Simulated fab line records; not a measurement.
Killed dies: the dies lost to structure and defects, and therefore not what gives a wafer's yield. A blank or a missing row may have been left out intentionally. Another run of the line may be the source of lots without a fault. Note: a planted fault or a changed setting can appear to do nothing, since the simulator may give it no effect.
Chamber matching | flow n5_finfet | N5_BEOL_M4_STRIP_66 on rie_diel-02: 4 sister chambers
The step strips in CF4. 16 wafers are shown with their chamber, then 8 later ones without.

WAFERS PAIRED WITH THEIR CHAMBERS
wafer  | chamber | drypump_motor_current_A (A) | showerhead_plenum_p_Torr (Torr) | oes_product_au (a.u.)
L075.1 | 0       | 5.6                         | 1.72                            | 0.72
L075.5 | 0       | 5.6                         | 1.72                            | 0.72
L075.6 | 1       | 5.3                         | 1.71                            | 0.68
L078.3 | 1       | 5.4                         | 1.71                            | 0.67
L078.5 | 1       | 5.4                         | 1.71                            | 0.67
L078.6 | 0       | 5.6                         | 1.72                            | 0.72
L082.1 | 2       | 5.4                         | 1.90                            | 0.93
L082.2 | 0       | 5.6                         | 1.71                            | 0.71
L082.5 | 1       | 5.3                         | 1.70                            | 0.67
L085.2 | 3       | 6.5                         | 1.71                            | 0.67
L085.3 | 2       | 5.4                         | 1.90                            | 0.91
L085.5 | 2       | 5.4                         | 1.90                            | 0.91
L091.1 | 1       | 5.3                         | 1.91                            | 0.96
L091.2 | 3       | 6.5                         | 1.71                            | 0.66
L091.5 | 2       | 5.4                         | 1.89                            | 0.88
L092.1 | 1       | 5.3                         | 1.91                            | 0.94

SIGNATURES, as means of the wafers listed above
reading                  | chamber 0 | chamber 1 | chamber 2 | chamber 3 | scatter within a chamber
drypump_motor_current_A  | 5.600     | 5.333     | 5.400     | 6.500     | 0.0333
showerhead_plenum_p_Torr | 1.7175    | 1.7750    | 1.8975    | 1.7100    | 0.0676
oes_product_au           | 0.7175    | 0.7650    | 0.9075    | 0.6650    | 0.0933
Rule: a wafer lies at a distance from a chamber equal to the root of the sum of squares, over the readings, of (its reading less the chamber's mean, divided by the reading's scatter). The wafer belongs to the nearest chamber; if the next one is less than 2 further off, it can't be placed. How the scatter is found: for the shown wafers, subtract from each reading the mean of its chamber, square and add these, divide the total by (wafers less chambers), then take the root.

WAFERS WITH NO CHAMBER GIVEN
wafer  | drypump_motor_current_A (A) | showerhead_plenum_p_Torr (Torr) | oes_product_au (a.u.)
L092.2 | 5.5                         | 1.89                            | 0.88
L092.3 | 6.6                         | 1.71                            | 0.66
L093.1 | 5.6                         | 1.70                            | 0.69
L093.4 | 5.4                         | 1.89                            | 0.86
L093.5 | 5.6                         | 1.71                            | 0.69
L096.2 | 5.4                         | 1.89                            | 0.85
L096.3 | 5.6                         | 1.70                            | 0.69
L096.6 | 5.4                         | 1.89                            | 0.86

EACH ONE'S CHAMBER
wafer  | from the rows above     | in truth
L092.2 | can't be placed: 2 or 0 | 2
L092.3 | 3                       | 3
L093.1 | 0                       | 0
L093.4 | 2                       | 2
L093.5 | 0                       | 0
L096.2 | 2                       | 2
L096.3 | 0                       | 0
L096.6 | 2                       | 2
Placed correctly: 7 of 8. Can't be placed from these rows: 1 (the true chamber is among the candidates in 1). Number placed wrongly: 0.
